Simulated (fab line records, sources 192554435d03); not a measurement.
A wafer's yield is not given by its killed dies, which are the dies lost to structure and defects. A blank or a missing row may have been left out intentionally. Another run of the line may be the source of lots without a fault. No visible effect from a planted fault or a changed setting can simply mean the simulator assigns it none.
Matching of chambers :: flow n5Finfet :: N5_DUMMY_GATE_STRIP_41 on rieDiel-03: 4 sister chambers
The step strips in O2. 14 wafers are shown with their chamber, then 7 later ones without.

WAFERS PAIRED WITH THEIR CHAMBERS
wafer: L074.2
chamber: 3
drypumpMotorCurrentA (A): 5.15
showerheadPlenumPTorr (Torr): 2.15
throttleValvePct (%): 16.82

wafer: L074.3
chamber: 2
drypumpMotorCurrentA (A): 5.27
showerheadPlenumPTorr (Torr): 2.09
throttleValvePct (%): 16.80

wafer: L074.6
chamber: 3
drypumpMotorCurrentA (A): 5.15
showerheadPlenumPTorr (Torr): 2.15
throttleValvePct (%): 16.82

wafer: L077.3
chamber: 3
drypumpMotorCurrentA (A): 5.16
showerheadPlenumPTorr (Torr): 2.14
throttleValvePct (%): 16.84

wafer: L077.5
chamber: 1
drypumpMotorCurrentA (A): 5.28
showerheadPlenumPTorr (Torr): 2.24
throttleValvePct (%): 16.54

wafer: L077.6
chamber: 0
drypumpMotorCurrentA (A): 5.94
showerheadPlenumPTorr (Torr): 2.09
throttleValvePct (%): 16.42

wafer: L079.2
chamber: 1
drypumpMotorCurrentA (A): 5.28
showerheadPlenumPTorr (Torr): 2.23
throttleValvePct (%): 16.51

wafer: L079.3
chamber: 0
drypumpMotorCurrentA (A): 5.94
showerheadPlenumPTorr (Torr): 2.09
throttleValvePct (%): 16.41

wafer: L079.6
chamber: 3
drypumpMotorCurrentA (A): 5.16
showerheadPlenumPTorr (Torr): 2.14
throttleValvePct (%): 16.85

wafer: L084.1
chamber: 2
drypumpMotorCurrentA (A): 5.22
showerheadPlenumPTorr (Torr): 2.08
throttleValvePct (%): 16.83

wafer: L084.4
chamber: 3
drypumpMotorCurrentA (A): 5.13
showerheadPlenumPTorr (Torr): 2.14
throttleValvePct (%): 16.86

wafer: L084.5
chamber: 1
drypumpMotorCurrentA (A): 5.27
showerheadPlenumPTorr (Torr): 2.23
throttleValvePct (%): 16.56

wafer: L086.3
chamber: 1
drypumpMotorCurrentA (A): 5.28
showerheadPlenumPTorr (Torr): 2.23
throttleValvePct (%): 16.56

wafer: L086.4
chamber: 3
drypumpMotorCurrentA (A): 5.15
showerheadPlenumPTorr (Torr): 2.14
throttleValvePct (%): 16.87

SIGNATURES (averages over the wafers above)
reading: drypumpMotorCurrentA
chamber 0: 5.9400
chamber 1: 5.2775
chamber 2: 5.2450
chamber 3: 5.1500
scatter within a chamber: 0.0139

reading: showerheadPlenumPTorr
chamber 0: 2.0900
chamber 1: 2.2325
chamber 2: 2.0850
chamber 3: 2.1433
scatter within a chamber: 0.00508

reading: throttleValvePct
chamber 0: 16.4150
chamber 1: 16.5425
chamber 2: 16.8150
chamber 3: 16.8433
scatter within a chamber: 0.0208
Rule: distance of a wafer from a chamber = root of the sum over the readings of ((wafer's reading minus chamber's mean) / reading's scatter) squared. The wafer belongs to the nearest chamber; if the next one is less than 2 further off, it can't be placed. The scatter: take each reading less its chamber's mean, square it, sum over the shown wafers, divide by the number of wafers less the number of chambers, and take the root.

WAFERS MISSING THEIR CHAMBER
wafer: L086.5
drypumpMotorCurrentA (A): 5.28
showerheadPlenumPTorr (Torr): 2.08
throttleValvePct (%): 16.84

wafer: L090.2
drypumpMotorCurrentA (A): 5.27
showerheadPlenumPTorr (Torr): 2.08
throttleValvePct (%): 16.88

wafer: L090.3
drypumpMotorCurrentA (A): 5.28
showerheadPlenumPTorr (Torr): 2.23
throttleValvePct (%): 16.57

wafer: L090.4
drypumpMotorCurrentA (A): 5.95
showerheadPlenumPTorr (Torr): 2.09
throttleValvePct (%): 16.44

wafer: L097.3
drypumpMotorCurrentA (A): 5.30
showerheadPlenumPTorr (Torr): 2.22
throttleValvePct (%): 16.61

wafer: L097.5
drypumpMotorCurrentA (A): 5.94
showerheadPlenumPTorr (Torr): 2.08
throttleValvePct (%): 16.47

wafer: L097.6
drypumpMotorCurrentA (A): 5.12
showerheadPlenumPTorr (Torr): 2.13
throttleValvePct (%): 16.89

CHAMBER TAKEN BY EACH
wafer: L086.5
from the rows above: 2
in truth: 2

wafer: L090.2
from the rows above: 2
in truth: 2

wafer: L090.3
from the rows above: 1
in truth: 1

wafer: L090.4
from the rows above: 0
in truth: 0

wafer: L097.3
from the rows above: 1
in truth: 1

wafer: L097.5
from the rows above: 0
in truth: 0

wafer: L097.6
from the rows above: 3
in truth: 3
Correctly placed: 7 of 7. Not placeable from these rows: 0. Placed wrongly: 0.
